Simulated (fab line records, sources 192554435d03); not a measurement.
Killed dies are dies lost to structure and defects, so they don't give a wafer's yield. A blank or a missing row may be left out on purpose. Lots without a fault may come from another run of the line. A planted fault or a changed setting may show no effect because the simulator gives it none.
Chamber matching | flow n5_finfet | N5_BEOL_M0_PRE_CLEAN_131 on cvd_co-01: 3 sister chambers
The step time 15 s. 3 wafers are shown with their chamber, then 12 later ones without.

WAFERS WITH THEIR CHAMBER
wafer  | chamber | heater_power_w (W)
L093.3 | 0       | 71
L093.4 | 2       | 77
L093.6 | 1       | 112

WAFERS WITHOUT THEIR CHAMBER
wafer  | heater_power_w (W)
L094.1 | 78
L094.4 | 72
L094.6 | 115
L095.1 | 71
L095.4 | 77
L095.5 | 72
L097.2 | 80
L097.3 | 71
L097.6 | 77
L096.3 | 72
L096.4 | 114
L096.6 | 80

WHICH CHAMBER EACH WENT THROUGH
wafer  | from the rows above | in truth
L094.1 | 2                   | 2
L094.4 | 0                   | 0
L094.6 | 1                   | 1
L095.1 | 0                   | 0
L095.4 | 2                   | 2
L095.5 | 0                   | 0
L097.2 | 2                   | 2
L097.3 | 0                   | 0
L097.6 | 2                   | 2
L096.3 | 0                   | 0
L096.4 | 1                   | 1
L096.6 | 2                   | 2
Placed correctly: 12 of 12. Can't be placed from these rows: 0. Placed wrongly: 0.
How it was worked out, from the rows above alone: a wafer's distance from a chamber is the root of the sum, over the readings, of the square of ((its reading less the chamber's mean) divided by the reading's scatter). The wafer belongs to the nearest chamber; if the next one is less than 2 further off, it can't be placed. A chamber's mean is the mean of its shown wafers. The scatter: with one shown wafer a chamber, the root of the mean of the squares of how far each hidden wafer lies from its nearest shown one.
